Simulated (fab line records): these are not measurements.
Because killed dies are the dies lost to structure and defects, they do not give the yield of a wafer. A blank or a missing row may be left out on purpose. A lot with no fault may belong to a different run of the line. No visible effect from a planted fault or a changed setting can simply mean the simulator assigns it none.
Lot-split experiment || flow n5Finfet || on a route of 1938 steps: 7 lots, 21 wafers read

== THE SPLIT ==
At N5_BEOL_M0_SAQP_PECVD_04 (deposits a-Si from SiH4/He, target thk 60 nm, time 60.2 s), the setting timeS was moved away from the recipe's 60.2 s on 6 of the 21 wafers read, by -10.3% to +8.7%. All remaining wafers had this setting at the recipe value.

== FROM THE SPLIT TO THE READING: what the file shows between them, 5 steps ==
- N5_BEOL_M0_SAQP_THK_MEAS_05
- N5_BEOL_M0_SAQP_HM_DEP_111: deposits SiO2 from SiH4/N2O, target thk 12 nm, time 7.2 s
- N5_BEOL_M0_SAQP_COAT_81: time 60 s, resist thk 100 nm
- N5_BEOL_M0_SAQP_HM_OPEN_112: chemistry CHF3/O2, target SiO2, stops on a-Si, target depth 12 nm, time 13.5 s
- N5_BEOL_M0_SAQP_STRIP_113: strips in CHF3/O2

== THE READING ==
oesProductAu, in a.u., at N5_BEOL_M0_SAQP_MANDREL_ETCH_20 (etches a-Si in HBr/Cl2, stops on SiNx, target depth 60 nm, bt time 10 s, time 30 s). A value of 0.771 a.u. with a standard deviation of 0.011 a.u. is what fault-free wafers of this fab line usually give.

{"wafer": "L074.1", "tool, chamber at the split": "pecvd-02, 1", "timeS as run, s": 60.2, "against the recipe": "recipe", "oesProductAu, a.u.": 0.775, "against lot-mates on the recipe": "-"}
{"wafer": "L074.4", "tool, chamber at the split": "pecvd-02, 1", "timeS as run, s": 60.2, "against the recipe": "recipe", "oesProductAu, a.u.": 0.756, "against lot-mates on the recipe": "-"}
{"wafer": "L074.5", "tool, chamber at the split": "pecvd-02, 2", "timeS as run, s": 60.2, "against the recipe": "recipe", "oesProductAu, a.u.": 0.780, "against lot-mates on the recipe": "-"}
{"wafer": "L077.1", "tool, chamber at the split": "pecvd-03, 2", "timeS as run, s": 60.2, "against the recipe": "recipe", "oesProductAu, a.u.": 0.774, "against lot-mates on the recipe": "-"}
{"wafer": "L077.3", "tool, chamber at the split": "pecvd-03, 1", "timeS as run, s": 60.2, "against the recipe": "recipe", "oesProductAu, a.u.": 0.786, "against lot-mates on the recipe": "-"}
{"wafer": "L077.6", "tool, chamber at the split": "pecvd-03, 0", "timeS as run, s": 54.02, "against the recipe": "-10.3%", "oesProductAu, a.u.": 0.737, "against lot-mates on the recipe": -0.043}
{"wafer": "L076.1", "tool, chamber at the split": "pecvd-04, 0", "timeS as run, s": 60.2, "against the recipe": "recipe", "oesProductAu, a.u.": 0.767, "against lot-mates on the recipe": "-"}
{"wafer": "L076.2", "tool, chamber at the split": "pecvd-04, 2", "timeS as run, s": 60.2, "against the recipe": "recipe", "oesProductAu, a.u.": 0.773, "against lot-mates on the recipe": "-"}
{"wafer": "L076.3", "tool, chamber at the split": "pecvd-04, 1", "timeS as run, s": 60.2, "against the recipe": "recipe", "oesProductAu, a.u.": 0.773, "against lot-mates on the recipe": "-"}
{"wafer": "L078.2", "tool, chamber at the split": "pecvd-04, 0", "timeS as run, s": 54.47, "against the recipe": "-9.5%", "oesProductAu, a.u.": 0.732, "against lot-mates on the recipe": -0.033}
{"wafer": "L078.3", "tool, chamber at the split": "pecvd-04, 2", "timeS as run, s": 60.2, "against the recipe": "recipe", "oesProductAu, a.u.": 0.765, "against lot-mates on the recipe": "-"}
{"wafer": "L078.6", "tool, chamber at the split": "pecvd-04, 0", "timeS as run, s": 54.47, "against the recipe": "-9.5%", "oesProductAu, a.u.": 0.740, "against lot-mates on the recipe": -0.025}
{"wafer": "L081.1", "tool, chamber at the split": "pecvd-02, 1", "timeS as run, s": 60.2, "against the recipe": "recipe", "oesProductAu, a.u.": 0.779, "against lot-mates on the recipe": "-"}
{"wafer": "L081.3", "tool, chamber at the split": "pecvd-02, 0", "timeS as run, s": 63.72, "against the recipe": "+5.8%", "oesProductAu, a.u.": 0.796, "against lot-mates on the recipe": "+0.024"}
{"wafer": "L081.4", "tool, chamber at the split": "pecvd-02, 2", "timeS as run, s": 60.2, "against the recipe": "recipe", "oesProductAu, a.u.": 0.766, "against lot-mates on the recipe": "-"}
{"wafer": "L085.1", "tool, chamber at the split": "pecvd-02, 0", "timeS as run, s": 60.2, "against the recipe": "recipe", "oesProductAu, a.u.": 0.756, "against lot-mates on the recipe": "-"}
{"wafer": "L085.4", "tool, chamber at the split": "pecvd-02, 1", "timeS as run, s": 60.2, "against the recipe": "recipe", "oesProductAu, a.u.": 0.786, "against lot-mates on the recipe": "-"}
{"wafer": "L085.5", "tool, chamber at the split": "pecvd-02, 0", "timeS as run, s": 65.46, "against the recipe": "+8.7%", "oesProductAu, a.u.": 0.804, "against lot-mates on the recipe": "+0.033"}
{"wafer": "L088.1", "tool, chamber at the split": "pecvd-02, 2,1", "timeS as run, s": 60.2, "against the recipe": "recipe", "oesProductAu, a.u.": 0.749, "against lot-mates on the recipe": "-"}
{"wafer": "L088.2", "tool, chamber at the split": "pecvd-02, 2,1", "timeS as run, s": 60.2, "against the recipe": "recipe", "oesProductAu, a.u.": 0.772, "against lot-mates on the recipe": "-"}
{"wafer": "L088.3", "tool, chamber at the split": "pecvd-02, 0", "timeS as run, s": 65.09, "against the recipe": "+8.1%", "oesProductAu, a.u.": 0.794, "against lot-mates on the recipe": "+0.034"}
If several chambers appear in one row, that row covers several wafers at once and the file leaves open which wafer was in which chamber.

FIT RESULTS
A straight line over all 21 wafers: oesProductAu changes by +0.00353 a.u. for each +1% of timeS; r = +0.88; the points scatter about the line by 0.0096 a.u.
The same after taking each lot's own level away (the mean of its wafers on the recipe; 21 wafers): +0.00366 a.u. for each +1%; r = +0.91; scatter 0.0085 a.u.
According to that fit, moving timeS by its largest amount changes the reading by 0.038 a.u.
The lots' own levels span 0.7605 to 0.7800 a.u., that is 1.8 times the standard deviation above.
The two slopes are in agreement: the lot-to-lot level therefore moves the slope only a little.
Check: -0.0348 a.u. against its lot-mates is what the line predicts for one of the wafers moved furthest among these (-10.3%) when that wafer is left out of the fit. Against them it came out at -0.043 a.u.

== THE WHOLE CHAIN: every reading that the file lists as answering this split, in the file's order ==
{"step": "N5_BEOL_M0_SAQP_PECVD_04", "what it does": "deposits a-Si from SiH4/He, target thk 60 nm, time 60.2 s", "reading": "a-Si_of_BEOL_M0_SAQP_PECVD_04.thkNm (the simulator's own value, which no gauge read)", "change (the file's fit)": "+0.5 nm for each +1% of the setting", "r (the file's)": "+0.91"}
{"step": "N5_BEOL_M0_SAQP_THK_MEAS_05", "what it does": "", "reading": "thkNm", "change (the file's fit)": "withheld for each +1% of the setting", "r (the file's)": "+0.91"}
{"step": "N5_BEOL_M0_SAQP_MANDREL_ETCH_20", "what it does": "etches a-Si in HBr/Cl2, stops on SiNx, target depth 60 nm, bt time 10 s, time 30 s", "reading": "oesProductAu", "change (the file's fit)": "+0.00382 a.u. for each +1% of the setting", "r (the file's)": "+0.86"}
{"step": "N5_BEOL_M0_SAQP_MANDREL_ETCH_20", "what it does": "etches a-Si in HBr/Cl2, stops on SiNx, target depth 60 nm, bt time 10 s, time 30 s", "reading": "etch.depthNm (the simulator's own value, which no gauge read)", "change (the file's fit)": "+0.504 nm for each +1% of the setting", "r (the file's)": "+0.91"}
{"step": "N5_BEOL_M0_SAQP_SPACER1_ALD_98", "what it does": "deposits SiO2, target thk 12.8 nm, pulse time 1 s, purge time 2 s", "reading": "a-Si_of_BEOL_M0_SAQP_PECVD_04.thkNm (the simulator's own value, which no gauge read)", "change (the file's fit)": "+0.505 nm for each +1% of the setting", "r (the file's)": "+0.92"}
{"step": "N5_BEOL_M0_SAQP_SPACER1_ETCHBACK_99", "what it does": "etches SiO2 in CHF3/O2, target depth 15.4 nm, time 7.7 s", "reading": "a-Si_of_BEOL_M0_SAQP_PECVD_04.thkNm (the simulator's own value, which no gauge read)", "change (the file's fit)": "+0.493 nm for each +1% of the setting", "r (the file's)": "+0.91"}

== THE FILE'S OWN FIT ==
oesProductAu changes by +0.00382 a.u. for each +1% of timeS, r = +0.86.
